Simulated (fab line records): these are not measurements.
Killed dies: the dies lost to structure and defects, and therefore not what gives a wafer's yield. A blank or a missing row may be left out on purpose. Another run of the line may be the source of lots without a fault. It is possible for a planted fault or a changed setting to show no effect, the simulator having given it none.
Matching of chambers || flow nand-harc || 4 sister chambers for NHARC_A_STAIRCASE_ALD_420 on ald-hk-01
The step deposits SiO2, target thk 20 nm, pulse time 6 s, ald cycles 200. 16 wafers are shown with their chamber, then 8 later ones without.

## WAFERS, EACH WITH ITS CHAMBER
{"wafer": "L077.2", "chamber": 3, "heater-power-w (W)": 494, "precursor-pulse-height-rel": 1.043}
{"wafer": "L077.5", "chamber": 0, "heater-power-w (W)": 524, "precursor-pulse-height-rel": 0.977}
{"wafer": "L077.6", "chamber": 1, "heater-power-w (W)": 441, "precursor-pulse-height-rel": 0.985}
{"wafer": "L078.1", "chamber": 3, "heater-power-w (W)": 474, "precursor-pulse-height-rel": 0.997}
{"wafer": "L078.3", "chamber": 2, "heater-power-w (W)": 507, "precursor-pulse-height-rel": 0.988}
{"wafer": "L078.5", "chamber": 2, "heater-power-w (W)": 497, "precursor-pulse-height-rel": 0.971}
{"wafer": "L085.1", "chamber": 0, "heater-power-w (W)": 462, "precursor-pulse-height-rel": 1.022}
{"wafer": "L085.5", "chamber": 0, "heater-power-w (W)": 468, "precursor-pulse-height-rel": 1.007}
{"wafer": "L085.6", "chamber": 1, "heater-power-w (W)": 424, "precursor-pulse-height-rel": 0.953}
{"wafer": "L086.1", "chamber": 3, "heater-power-w (W)": 475, "precursor-pulse-height-rel": 0.994}
{"wafer": "L086.4", "chamber": 2, "heater-power-w (W)": 523, "precursor-pulse-height-rel": 0.999}
{"wafer": "L086.5", "chamber": 1, "heater-power-w (W)": 432, "precursor-pulse-height-rel": 1.004}
{"wafer": "L088.1", "chamber": 2, "heater-power-w (W)": 517, "precursor-pulse-height-rel": 0.995}
{"wafer": "L088.2", "chamber": 3, "heater-power-w (W)": 491, "precursor-pulse-height-rel": 1.000}
{"wafer": "L088.4", "chamber": 1, "heater-power-w (W)": 432, "precursor-pulse-height-rel": 0.990}
{"wafer": "L089.1", "chamber": 3, "heater-power-w (W)": 503, "precursor-pulse-height-rel": 0.988}

SIGNATURES, as means of the wafers listed above
{"reading": "heater-power-w", "chamber 0": 484.67, "chamber 1": 432.25, "chamber 2": 511.00, "chamber 3": 487.40, "scatter within a chamber": 17.1}
{"reading": "precursor-pulse-height-rel", "chamber 0": 1.00200, "chamber 1": 0.98300, "chamber 2": 0.98825, "chamber 3": 1.00440, "scatter within a chamber": 0.0201}
Rule: for a wafer and a chamber, the distance is found by dividing, reading by reading, the gap between the wafer's reading and the chamber's mean by the reading's scatter, squaring, summing and taking the root. The wafer belongs to the nearest chamber; if the next one is less than 2 further off, it can't be placed. How the scatter is found: for the shown wafers, subtract from each reading the mean of its chamber, square and add these, divide the total by (wafers less chambers), then take the root.

## WAFERS WITH NO CHAMBER GIVEN
{"wafer": "L089.4", "heater-power-w (W)": 461, "precursor-pulse-height-rel": 1.005}
{"wafer": "L089.6", "heater-power-w (W)": 433, "precursor-pulse-height-rel": 0.991}
{"wafer": "L092.4", "heater-power-w (W)": 462, "precursor-pulse-height-rel": 1.041}
{"wafer": "L092.5", "heater-power-w (W)": 475, "precursor-pulse-height-rel": 1.012}
{"wafer": "L092.6", "heater-power-w (W)": 493, "precursor-pulse-height-rel": 0.991}
{"wafer": "L094.1", "heater-power-w (W)": 484, "precursor-pulse-height-rel": 1.016}
{"wafer": "L094.4", "heater-power-w (W)": 415, "precursor-pulse-height-rel": 1.018}
{"wafer": "L094.5", "heater-power-w (W)": 500, "precursor-pulse-height-rel": 1.012}

## THE CHAMBER EACH PASSED THROUGH
{"wafer": "L089.4", "from the rows above": "can't be placed: 0 or 3 or 1 or 2", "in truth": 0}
{"wafer": "L089.6", "from the rows above": 1, "in truth": 1}
{"wafer": "L092.4", "from the rows above": "can't be placed: 3 or 0 or 1 or 2", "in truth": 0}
{"wafer": "L092.5", "from the rows above": "can't be placed: 0 or 3 or 2", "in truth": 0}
{"wafer": "L092.6", "from the rows above": "can't be placed: 0 or 3 or 2", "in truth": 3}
{"wafer": "L094.1", "from the rows above": "can't be placed: 3 or 0 or 2", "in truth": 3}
{"wafer": "L094.4", "from the rows above": 1, "in truth": 1}
{"wafer": "L094.5", "from the rows above": "can't be placed: 3 or 0 or 2", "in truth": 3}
Correct placement for 2 of the 8. Not placeable from these rows: 6 (in 6, the candidates include the true chamber). Placed wrongly: 0.
